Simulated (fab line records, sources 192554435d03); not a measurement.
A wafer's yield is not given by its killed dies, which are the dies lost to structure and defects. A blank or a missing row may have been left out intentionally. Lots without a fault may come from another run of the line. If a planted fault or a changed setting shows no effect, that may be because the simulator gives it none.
fab line records | flow n5Finfet
record lots=10 wafers=27 lastDay=16
route steps=1938 shown MOL_CONTACT_COAG@613 BEOL_M0_SAQP@636 BEOL_M4@1111 PASSIVATION@1936
lots with no fault: from the same line, run without faults
startH: hours from the record's opening day to when the first of the lot's shown wafers began | waitH: time in hours since the lot's previous step | " identical to the entry in the row above | L1.1+2: several wafers, shown together as one row | - either no value or no given start | * or withheld: withheld | < > ~ a bound
route shown NAME@n: names a module that has steps shown in the file, with the first one's number in the route | usual: mean/standard deviation taken from wafers without a fault | same: alike in all rows | chamber/n: place in a boat | sites: readings site by site | _std_site: the standard deviation of these | _edge_site: mean of outer sites minus mean of inner sites | radiusMm: for every site, how far away it sits from the centre of the wafer | mask NAME#n: copy n | behind: tool/chamber where the wafer was last shaped | hold: why the lot went on hold/how many hours it stayed there/how the hold came to an end | device: the transistor (n, p or np) that didn't switch | end of line: the tests these same wafers got at the end of their route | for a step that has no rows: nothing shown but its recipe | killed: count of dies lost to structure and defects at first sort (not the wafer's yield) | map: shows each die of a wafer: x if killed, . if not, _ if none is there
set.NAME: the run value of the setting; set.NAME@STEP: its run value at that earlier step | model.NAME: the simulator's own value behind a step, which no gauge read
one table for each step of the route and one row for each wafer, over a sample of lots
services: when a tool's chamber went out of use (startH, in hours from the record's first day, below 0 if earlier), for how many hours, and the reason
## steps
# step N5_MOL_CONTACT_COAG_ETCHBACK_136
# recipe chemistry=CHF3 target=SiO2 targetDepthA=250 timeS=16.7 ionEnergyEv=200 pressureMtorr=30 sourceW=610 biasW=170 Ar_flow_sccm=200 CHF3_flow_sccm=50
# usual biasW=170.0/0.51 drypumpMotorCurrentA=5.6/0.47 oesProductAu=0.80/0.087 rfVppV=526/13 showerheadPlenumPTorr=2.38/0.05 throttleValvePct=18.77/0.14
# columns lot.wafer tool chamber startH waitH biasW drypumpMotorCurrentA oesProductAu rfHoursCounterH rfVppV showerheadPlenumPTorr throttleValvePct
L240.2 rieDiel-03 2 119.30 0.0 170.2 5.3 0.70 209 532 2.42 18.82
L240.5 " 2 " " 169.7 5.3 0.71 - 532 2.42 18.85
L241.4 rieDiel-05 2 125.61 0.0 169.9 5.3 0.77 - 516 2.39 18.58
L241.5 " 3 " " 170.1 5.8 0.72 - 516 2.38 19.02
L241.6 " 0 " " 170.0 6.0 0.72 - 510 2.27 18.71
L242.1 rieDiel-05 3 132.25 0.0 169.9 5.8 0.71 165 517 2.38 19.05
L242.2 " 0 " " 169.1 6.0 0.72 167 509 2.27 18.72
L242.6 " 0 " " 169.8 5.9 0.72 - 508 2.27 18.72
L246.1 rieDiel-05 0 151.66 0.0 169.3 6.0 0.72 174 510 2.26 18.73
L246.3 " 1 " " 170.7 5.2 0.96 7 502 2.45 18.85
L246.4 " 2 " " 169.4 5.3 0.76 108 515 2.38 18.59
L251.3 rieDiel-03 2 185.33 0.0 169.8 5.4 0.69 236 531 2.41 18.87
L251.6 " 1 " " 170.0 6.4 0.81 - 548 2.40 18.70
L253.3 rieDiel-04 1 207.18 0.0 169.9 5.2 0.85 56 534 2.33 18.94
L253.4 " 0 " " 169.1 4.8 0.83 - 532 2.40 18.59
L253.6 " 1 " " 170.8 5.3 0.86 - 533 2.33 18.95
L255.1 rieDiel-04 3 210.89 0.0 170.0 6.2 0.71 243 536 2.43 18.78
L255.2 " 1 " " 170.4 5.3 0.84 58 532 2.33 18.96
L255.6 " 3 " " 169.3 6.3 0.70 - 536 2.43 18.79
L254.4 rieDiel-03 0 211.51 0.0 169.4 5.8 0.95 2 505 2.35 18.51
L254.5 " 2 " " 169.4 5.3 0.68 - 532 2.41 18.89
L256.1 rieDiel-04 1 216.80 0.0 168.6 5.3 0.85 60 531 2.33 18.96
L256.4 " 0 " " 169.5 4.8 0.83 88 530 2.40 18.60
L256.6 " 1 " " 169.4 5.3 0.85 - 532 2.33 18.94
L257.1 rieDiel-04 3 218.91 0.0 170.2 6.3 0.70 246 537 2.43 18.78
L257.3 " 0 " " 170.1 4.8 0.83 89 534 2.40 18.61
L257.4 " 2 " " 170.0 5.5 0.88 38 516 2.31 18.72
# step N5_MOL_CONTACT_COAG_INSPECT_97
# recipe inspectInstrument=darkfield mode=postAnneal
# usual rawDefectCount=45/17
# columns lot.wafer tool chamber startH waitH rawDefectCount
L240.2 defectInspect-02 - 123.60 0.1 33
L240.5 " - " " 48
L241.4 defectInspect-02 - 129.86 0.1 61
L241.5 " - " " 29
L241.6 " - " " 52
L242.1 defectInspect-01 - 136.43 0.0 39
L242.2 " - " " 60
L242.6 " - " " 39
L246.1 defectInspect-02 - 155.84 0.0 41
L246.3 " - " " 49
L246.4 " - " " 73
L251.3 defectInspect-02 - 189.76 0.1 50
L251.6 " - " " 31
L253.3 defectInspect-02 - 213.02 0.1 26
L253.4 " - " " 26
L253.6 " - " " 34
L255.1 defectInspect-02 - 215.98 0.0 65
L255.2 " - " " 44
L255.6 " - " " 25
L254.4 defectInspect-01 - 219.03 0.1 25
L254.5 " - " " 33
L256.1 defectInspect-01 - 221.98 0.0 32
L256.4 " - " " 33
L256.6 " - " " 48
L257.1 defectInspect-01 - 224.97 0.0 53
L257.3 " - " " 20
L257.4 " - " " 55
# step N5_BEOL_M0_SAQP_PECVD_96
# recipe material=a-Si targetThkA=450 tempC=350 precursor=SiH4/He pressureTorr=3 rfW=100 timeS=45.2
# usual heaterPowerW=610/85 runLengthS=81.1/0.52 showerheadPlenumPTorr=5.66/0.032 showerheadVppV=605/30 throttleValvePct=18.3/1
# columns lot.wafer tool chamber startH waitH heaterPowerW runLengthS showerheadPlenumPTorr showerheadVppV throttleValvePct
L240.2 pecvd-03 2 125.95 0.0 514 81.4 5.63 610 16.4
L240.5 " 2 " " 524 81.6 5.63 599 16.8
L241.4 pecvd-01 1 130.80 0.0 620 81.0 5.72 535 19.8
L241.5 " 0 " " 672 80.5 5.68 585 19.1
L241.6 " 2 " " 648 81.0 5.69 619 17.2
L242.1 pecvd-02 0 139.03 0.0 841 80.7 5.69 590 19.3
L242.2 " 2 " " 664 82.4 5.62 610 17.7
L242.6 " 2 " " 677 82.4 5.60 606 18.0
L246.1 pecvd-03 0 157.94 0.0 501 81.3 5.66 585 17.5
L246.3 " 2 " " 550 81.6 5.63 606 16.8
L246.4 " 0 " " 490 80.8 5.65 582 17.5
L251.3 pecvd-01 0 192.31 0.0 659 80.8 5.68 594 18.9
L251.6 " 1 " " 603 81.3 5.71 534 19.9
L253.3 pecvd-02 1 215.67 0.0 590 81.0 5.67 606 19.0
L253.4 " 2 " " 672 82.1 5.61 617 18.1
L253.6 " 0 " " 747 80.8 5.70 583 19.5
L255.1 pecvd-01 1 216.64 0.0 583 57.8 5.70 536 19.8
L255.2 " 2 " " 634 80.8 5.71 613 17.2
L255.6 " 0 " " 667 81.1 5.70 589 19.1
L254.4 pecvd-03 0 219.63 0.0 579 80.6 5.64 597 17.9
L254.5 " 2 " " 577 80.9 5.64 610 16.6
L256.1 pecvd-01 2 224.01 0.0 628 57.4 5.69 626 17.3
L256.4 " 1 " " 608 80.8 5.72 540 19.8
L256.6 " 2 " " 635 80.7 5.71 625 17.2
L257.1 pecvd-01 1 226.06 0.0 557 57.3 5.72 541 19.8
L257.3 " 2 " " 601 57.6 5.71 623 17.0
L257.4 " 2 " " 623 81.1 5.71 606 17.3
# step N5_BEOL_M0_SAQP_HM_DEP_111
# recipe material=SiO2 targetThkA=120 tempC=400 precursor=SiH4/N2O pressureTorr=0.75 rfW=275 timeS=7.2
# usual heaterPowerW=773/120 showerheadPlenumPTorr=8.14/0.088 showerheadVppV=1001/47
# columns lot.wafer tool chamber startH waitH heaterPowerW showerheadPlenumPTorr showerheadVppV
L240.2 pecvd-02 2 126.17 0.0 790 8.01 1007
L240.5 " 1 " " 732 8.16 1001
L241.4 pecvd-02 0 131.02 0.1 1022 8.21 1005
L241.5 " 1 " " 631 8.14 1003
L241.6 " 2 " " 907 8.00 1029
L242.1 pecvd-03 1 139.26 0.0 656 8.11 1100
L242.2 " 2 " " 688 8.05 1009
L242.6 " 2 " " 695 8.06 1006
L246.1 pecvd-01 2 158.16 0.0 829 8.24 1015
L246.3 " 1 " " 735 8.28 898
L246.4 " 2 " " 812 8.22 1018
L251.3 pecvd-02 0 192.53 0.0 1016 8.21 999
L251.6 " 1 " " 639 8.17 1018
L253.3 pecvd-01 1 215.89 0.0 766 8.25 885
L253.4 " 0 " " 795 8.19 995
L253.6 " 2 " " 808 8.24 1033
L255.1 pecvd-03 2 216.85 0.0 688 8.06 1016
L255.2 " 1 " " 595 8.12 1087
L255.6 " 1 " " 602 8.13 1088
L254.4 pecvd-03 1 219.85 0.1 671 8.11 1097
L254.5 " 2 " " 736 8.07 1018
L256.1 pecvd-02 2 224.22 0.0 904 7.96 1029
L256.4 " 2 " " 886 7.98 1008
L256.6 " 1 " " 681 8.18 982
L257.1 pecvd-01 1 226.28 0.0 755 8.27 898
L257.3 " 0 " " 764 8.19 989
L257.4 " 0 " " 769 8.19 992
# step N5_BEOL_M0_SAQP_MANDREL_ETCH_103
# recipe chemistry=HBr/Cl2 target=a-Si targetDepthA=450 btTimeS=10 stopOn=SiCN maskMaterial=SiO2 overEtchFrac=0.8 timeS=27 pressureMtorr=10 icpW=800 biasW=75 HBr_flow_sccm=150 Cl2_flow_sccm=80 ends=endPoint
# usual biasW=74.97/0.2 drypumpMotorCurrentA=5.9/0.5 mfcCl2Sccm=80.00/0.24 oesProductAu=0.686/0.015 throttleValvePct=35.4/0.39
# columns lot.wafer tool chamber startH waitH biasW drypumpMotorCurrentA mfcCl2Sccm oesProductAu rfHoursCounterH throttleValvePct
L240.2 rieSi-01 3 128.32 0.0 75.50 5.8 79.88 0.702 77 34.9
L240.5 " 3 " " 75.06 5.8 79.88 0.696 - 34.9
L241.4 rieSi-02 1 133.80 0.0 75.32 5.3 79.83 0.693 5 35.3
L241.5 " 0 " " 74.65 5.8 79.80 0.696 - 35.6
L241.6 " 3 " " 74.75 4.7 79.83 0.690 - 34.9
L242.1 rieSi-06 1 141.65 0.0 75.36 6.6 79.99 0.680 58 35.5
L242.2 " 2 " " 75.07 5.8 79.89 0.664 84 35.3
L242.6 " 1 " " 75.26 6.6 80.03 0.687 - 35.4
L246.1 rieSi-06 3 160.36 0.0 75.06 6.6 79.71 0.665 33 35.6
L246.3 " 2 " " 74.98 5.9 80.61 0.651 85 35.3
L246.4 " 0 " " 74.86 5.7 79.87 0.695 2 36.1
L251.3 rieSi-02 2 196.21 0.0 74.95 5.7 79.91 0.687 90 35.5
L251.6 " 0 " " 74.92 5.8 80.15 0.695 - 35.6
L253.3 rieSi-06 0 218.52 0.0 75.15 5.7 80.35 0.698 3 36.1
L253.4 " 2 " " 74.90 5.8 79.93 0.672 - 35.3
L253.6 " 0 " " 74.87 5.7 80.19 0.694 - 36.0
L255.1 rieSi-06 0 219.62 0.0 74.85 5.7 79.47 0.497 3 36.5
L255.2 " 1 " " 74.56 6.6 80.17 0.693 60 35.4
L255.6 " 2 " " 74.91 5.9 79.97 0.663 - 35.3
L254.4 rieSi-01 1 222.10 0.0 75.07 5.6 80.19 0.679 110 35.9
L254.5 " 1 " " 75.13 5.6 80.32 0.689 - 35.9
L256.1 rieSi-06 2 226.68 0.0 74.76 5.8 80.51 0.460 86 35.8
L256.4 " 1 " " 74.91 6.5 79.53 0.698 60 35.4
L256.6 " 3 " " 75.08 6.6 80.34 0.668 - 35.6
L257.1 rieSi-06 3 228.49 0.0 74.75 6.6 80.22 0.473 34 36.1
L257.3 " 1 " " 75.36 6.6 79.96 0.478 60 35.9
L257.4 " 0 " " 74.88 5.7 79.89 0.696 3 36.1
# step N5_BEOL_M4_RC_MEAS_101
# usual DIBL_N=36.0/2 DIBL_P=35.9/2.5 IOFF_N=0.16/0.038 IOFF_P=0.21/0.04 ION_N=675/14 ION_P=462/9.4 SS_N=71.5/0.75 SS_P=73.2/0.74 VT_N=250/3.9 VT_P=-251/3.2
# columns lot.wafer tool chamber startH waitH DIBL_N[mV/V] DIBL_P[mV/V] IOFF_N[nA/um] IOFF_P[nA/um] ION_N[uA/um] ION_P[uA/um] SS_N[mV/dec] SS_P[mV/dec] VT_N[mV] VT_P[mV]
L240.2 prober-01 0 178.60 0.2 40.0 37.8 0.23 0.28 690 468 72.1 74.2 242 -246
L240.5 " 0 " " 32.6 30.3 0.12 0.18 679 474 69.8 72.2 249 -251
L241.4 prober-01 0 182.65 0.5 36.7 37.6 0.18 0.24 670 463 72.8 73.0 249 -249
L241.5 " 0 " " 37.8 38.4 0.21 0.24 678 455 73.3 74.1 250 -249
L241.6 " 0 " " 34.0 33.3 0.13 0.16 667 459 72.2 73.1 257 -254
L242.1 prober-01 0 197.12 0.0 37.3 37.2 0.17 0.19 664 446 72.3 73.7 251 -255
L242.2 " 0 " " 32.4 31.9 0.11 0.14 654 445 70.8 72.6 256 -257
L242.6 " 0 " " 38.7 39.4 0.20 0.25 670 459 71.8 74.5 246 -251
L246.1 prober-02 0 212.35 0.0 35.6 34.3 0.16 0.23 701 483 71.3 72.8 243 -245
L246.3 " 0 " " 34.8 33.3 0.13 0.22 683 475 69.7 72.4 248 -248
L246.4 " 0 " " 35.3 34.1 0.14 0.23 686 472 70.6 72.8 248 -247
L251.3 prober-01 0 243.21 0.3 37.8 37.0 0.22 0.23 678 454 72.3 73.3 245 -250
L251.6 " 0 " " 35.9 37.3 0.17 0.24 665 459 71.3 73.5 249 -245
L253.3 prober-01 0 268.25 0.3 38.6 39.3 0.22 0.24 685 466 72.4 73.3 248 -251
L253.4 " 0 " " 38.6 39.2 0.21 0.26 683 472 72.2 73.0 248 -248
L253.6 " 0 " " 35.6 36.2 0.17 0.20 696 474 71.3 72.3 248 -249
L255.1 prober-02 0 269.86 0.0 33.6 34.1 0.12 0.17 669 457 71.5 72.7 255 -253
L255.2 " 0 " " 35.3 36.7 0.14 0.20 647 447 71.2 72.7 251 -249
L255.6 " 0 " " 34.5 37.0 0.14 0.21 688 473 70.9 73.6 250 -249
L254.4 prober-01 0 272.49 0.5 34.9 34.7 0.13 0.18 658 448 72.0 73.1 254 -253
L254.5 " 0 " " 39.8 40.8 0.25 0.29 683 465 72.4 74.8 242 -246
L256.1 prober-02 0 272.75 0.0 33.8 34.0 0.11 0.18 664 460 70.7 72.6 254 -251
L256.4 " 0 " " 41.3 42.8 0.28 0.35 705 482 72.3 74.6 240 -243
L256.6 " 0 " " 34.4 34.7 0.13 0.19 673 464 70.6 72.5 252 -252
L257.1 prober-01 0 273.67 0.0 34.5 33.4 0.14 0.20 666 462 70.7 72.9 250 -249
L257.3 " 0 " " 33.9 30.5 0.13 0.16 653 444 70.8 72.2 252 -256
L257.4 " 0 " " 39.8 39.0 0.27 0.30 696 469 72.6 73.9 241 -244
# step N5_PASSIVATION_PROBE_49
# usual defectLimitedYield=91.3/1.5 killed_at_M0_to_M3=33/12 killed_at_M4_up=15/5.2 killedAtContacts=12/5.1 killedAtFrontEnd=39/11 killedAtOther=5/3.6 killedDies=103/18 killedOpen=67/13 killedShort=33/7.8 sort_bin_5_function=5.1/0.96 sort_bin_6_memory=3.2/0.71 sort_bin_8_speed=0.01/0.063 sortNPass=1077/18
# same grossDies=1180 killedAtBackSide=0 sort_bin_4_leakage[%]=0
# columns lot.wafer tool chamber startH waitH defectLimitedYield[%] killed_at_M0_to_M3 killed_at_M4_up killedAtContacts killedAtFrontEnd killedAtOther killedDies killedOpen killedShort sort_bin_5_function[%] sort_bin_6_memory[%] sort_bin_8_speed[%] sortNPass
L251.3 prober-02 - 348.89 0.1 91.1 22 23 7 43 10 105 67 38 5.3 3.2 0.08 1074
L251.6 prober-02 - 349.04 0.3 90.8 24 16 10 57 2 109 66 38 5.4 3.0 0 1071
L253.3 prober-02 - 366.23 0.1 91.7 35 26 9 26 2 98 65 29 5.7 2.4 0 1082
L253.6 prober-02 - 366.38 0.3 89.4 43 11 19 51 1 125 81 37 6.4 3.1 0 1055
L257.1 prober-01 - 379.17 0.0 89.4 34 11 16 60 4 125 64 38 5.1 3.2 0 1055
# killed by level:class
L251.3 FIN_SAQP:geometricParticle:short=12 FIN_SAQP:geometricParticle:open=11 STI_FIN_REVEAL:geometricParticle:open=10 BEOL_M0_SAQP:geometricParticle:open=10 BEOL_M4:geometricParticle:open=10 MOL_CONTACT_COAG:geometricParticle:open=6 BEOL_M4:geometricParticle:short=6 MIM_TOP:geometricParticle:open=5
L251.6 STI_FIN_REVEAL:geometricParticle:open=17 GATE_CUT:geometricParticle:short=10 MOL_CONTACT_COAG:geometricParticle:open=10 FIN_SAQP:geometricParticle:short=9 FIN_SAQP:geometricParticle:open=7 BEOL_M0_SAQP:geometricParticle:open=7 BEOL_M0_SAQP:geometricParticle:short=7 BEOL_M4:geometricParticle:open=7
L253.3 BEOL_M2:geometricParticle:open=10 BEOL_M3:geometricParticle:open=10 STI_FIN_REVEAL:geometricParticle:open=9 MOL_CONTACT_COAG:geometricParticle:open=8 GATE_CUT:geometricParticle:short=5 BEOL_M1:geometricParticle:open=5 BEOL_M4:geometricParticle:short=5 STI_FIN_REVEAL:geometricParticle:short=4
L253.6 STI_FIN_REVEAL:geometricParticle:open=22 BEOL_M3:geometricParticle:open=16 MOL_CONTACT_COAG:geometricParticle:open=15 BEOL_M3:geometricParticle:short=8 BEOL_M0_SAQP:geometricParticle:open=6 HKMG_FIN:areaEtch=6 BEOL_M0_SAQP:geometricParticle:short=5 FIN_SAQP:geometricParticle:short=4
L257.1 HKMG_FIN:areaEtch=23 MOL_CONTACT_COAG:geometricParticle:open=10 STI_FIN_REVEAL:geometricParticle:open=9 BEOL_M0_SAQP:geometricParticle:open=8 BEOL_M0_SAQP:geometricParticle:short=8 FIN_SAQP:geometricParticle:short=6 MOL_CONTACT_COAG:geometricParticle:short=6 GATE_CUT:geometricParticle:short=5
## services
# columns tool chamber startH hours kind
rieSi-01 - 100.82 0.3 repair
rieDiel-03 3 104.51 - clean
rieDiel-03 3 104.51 - consumableReplace:focusRing
rieDiel-03 3 104.51 17.2 scheduledDown
rieDiel-03 3 104.51 17.2 ventCycle
rieDiel-05 1 114.63 - clean
rieDiel-05 1 114.63 - consumableReplace:focusRing
rieDiel-05 1 114.63 18.1 scheduledDown
rieDiel-05 1 114.63 18.1 ventCycle
rieSi-02 2 137.22 8.0 repair
rieDiel-04 3 149.33 7.2 repair
rieDiel-04 2 169.75 12.7 repair
rieDiel-03 0 180.04 - clean
rieDiel-03 0 180.04 - consumableReplace:focusRing
rieDiel-03 0 180.04 25.4 scheduledDown
rieDiel-03 0 180.04 25.4 ventCycle
rieSi-01 2 190.70 15.4 repair
pecvd-02 - 199.08 14.6 pm
rieDiel-04 2 205.62 6.8 repair
rieSi-06 3 217.52 6.3 repair
rieDiel-03 2 222.26 - clean
rieDiel-03 2 222.26 - consumableReplace:focusRing
rieDiel-03 2 222.26 19.4 scheduledDown
rieDiel-03 2 222.26 19.4 ventCycle
## key
firstSign step=N5_BEOL_M0_SAQP_PECVD_96 reading=runLengthS direction=down sigmas=45 usual=* struck=*
effect step=N5_BEOL_M0_SAQP_MANDREL_ETCH_103 reading=oesProductAu direction=down sigmas=14 usual=0.686 struck=0.477
metAt N5_BEOL_M0_SAQP_PECVD_96
struckLots L255,L256,L257
struckWafers L255.1,L256.1,L257.1,L257.3
baselineLoss step=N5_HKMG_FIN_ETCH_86 wafers=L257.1
notActingAt N5_MOL_CONTACT_COAG_ETCHBACK_136,N5_MOL_CONTACT_COAG_INSPECT_97,N5_BEOL_M0_SAQP_HM_DEP_111
onsetBetween 192.31 216.64
fault kind=processParameterDrift tool=pecvd-01 chamber=- onsetH=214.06 steps=N5_BEOL_M0_SAQP_PECVD_96 channel=timeS offset=* shape=step endH=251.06 scope=struckWafersOnly actsIn=* stated=*
# baselineLoss: these wafers lose ten dies or more at that step, a loss of the line's own and not of a fault; the sort's usual values leave them out
